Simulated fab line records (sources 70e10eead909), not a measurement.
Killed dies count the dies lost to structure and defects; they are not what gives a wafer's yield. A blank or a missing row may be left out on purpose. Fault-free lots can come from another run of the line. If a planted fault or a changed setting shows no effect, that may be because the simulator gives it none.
A lot that was struck, set against a sound lot :: flow nand_harc :: 12 out of 1302 route steps
Sound: the wafers L560.1, L560.4, L560.6. Struck: wafer L571.6; the same lot's L571.3 was not struck, so it is left out; see the end for the cause.
At each step with rows: each side's tool, then ch and its chambers, then its first start. Under that, the readings that differ: sound wafers :: struck wafers :: difference of the means :: sigmas: that difference in standard deviations of wafers without a fault.
alike: readings whose means differ by less than 2 such deviations, and words and numbers that are the same on both sides. not compared: withheld readings, readings that some wafer has no value for, bounds like >300 that may hide the same value, and numbers for which the record gives no deviation and whose values overlap.
The two part at a step that has a row with sigmas, a row that says differs or no value, or rows on one side only. When numbers do not overlap yet have no deviation, they are printed without sigmas and do not part them. A reading missing from all wafers of one side parts the sides only when that side holds two or more wafers.

first, 1 step without rows for these wafers: NHARC_A_SLIT_SRD_20.
NHARC_A_SLIT_CD_MEAS_21:
  sound on cd_sem-02 at day 21 10:43; struck on cd_sem-01 at day 25 22:43
  alike: cd_nm
then, 3 steps without rows for these wafers: NHARC_A_SIN_REMOVE_WET_00 (chemistry H3PO4, time 15300 s); NHARC_A_SIN_REMOVE_PRECLEAN_01 (cleans in SC1); NHARC_A_SIN_REMOVE_SRD_02.
NHARC_A_SIN_REMOVE_INSPECT_04:
  sound on defect_inspect-01 at day 21 18:43; struck on defect_inspect-02 at day 26 07:51
  alike: raw_defect_count
NHARC_A_WL_FILL_ALD_00: deposits Al2O3, target thk 3 nm, pulse time 3 s, ald cycles 30.
  sound on ald_hk-04 ch 0,2,3, day 21 18:47; struck on ald_hk-01 ch 0, day 26 07:55
  alike: heater_power_w, precursor_pulse_height_rel
NHARC_A_WL_FILL_RTA_01: time 5 s.
  sound on rtp_anneal-02 ch 0, day 21 19:04; struck on rtp_anneal-02 ch 0, day 26 08:14
  alike: lamp_power_pct, lamp_zone_7_pct, wafer_temp_C_max
NHARC_A_WL_FILL_ALD_02: deposits TiN, target thk 2 nm, pulse time 3 s, ald cycles 100.
  sound on ald_metal-01 ch 1,2,3, day 21 19:21; struck on ald_metal-02 ch 1, day 26 08:28
reading: heater_power_w (W)
sound: 951 1097 1095
struck: 1314
difference: +266
sigmas: +3
  alike: precursor_pulse_height_rel
NHARC_A_WL_FILL_CVD_03: deposits W, target thk 40 nm, time 279 s.
  sound on cvd_w-02 ch 0, day 21 19:46; struck on cvd_w-01 ch 0, day 26 08:59
reading: heater_power_w (W)
sound: 516 517 523
struck: 369
difference: -150
sigmas: -2

reading: throttle_valve_pct (%)
sound: 8.8 8.5 8.6
struck: 7.7
difference: -0.9
sigmas: -2
  alike: chamber_pressure_Torr
NHARC_A_WL_FILL_ETCHBACK_04: etches the open film in NF3, target depth 60 nm, time 120 s.
  sound on rie_metal-02 ch 0,1, day 21 20:06; struck on rie_metal-03 ch 1, day 26 09:18
reading: oes_product_au (a.u.)
sound: 0.978 0.987 0.978
struck: 0.778
difference: -0.203
sigmas: -18
  alike: drypump_motor_current_A
  not compared: rf_hours_counter_h
NHARC_A_WL_FILL_ETCHBACK_05: etches the open film in Cl2/BCl3, target depth 22 nm, time 60 s.
  sound on rie_metal-02 ch 0,1, day 21 20:25; struck on rie_metal-03 ch 1, day 26 09:30
  alike: drypump_motor_current_A, oes_product_au
  not compared: rf_hours_counter_h

## WHERE THEY PART
Last at NHARC_A_WL_FILL_ETCHBACK_04 as far as this record goes, first at NHARC_A_WL_FILL_ALD_02. Later steps at which nothing parts them and some readings are alike: NHARC_A_WL_FILL_ETCHBACK_05.

WHY: what had been put in by the simulator
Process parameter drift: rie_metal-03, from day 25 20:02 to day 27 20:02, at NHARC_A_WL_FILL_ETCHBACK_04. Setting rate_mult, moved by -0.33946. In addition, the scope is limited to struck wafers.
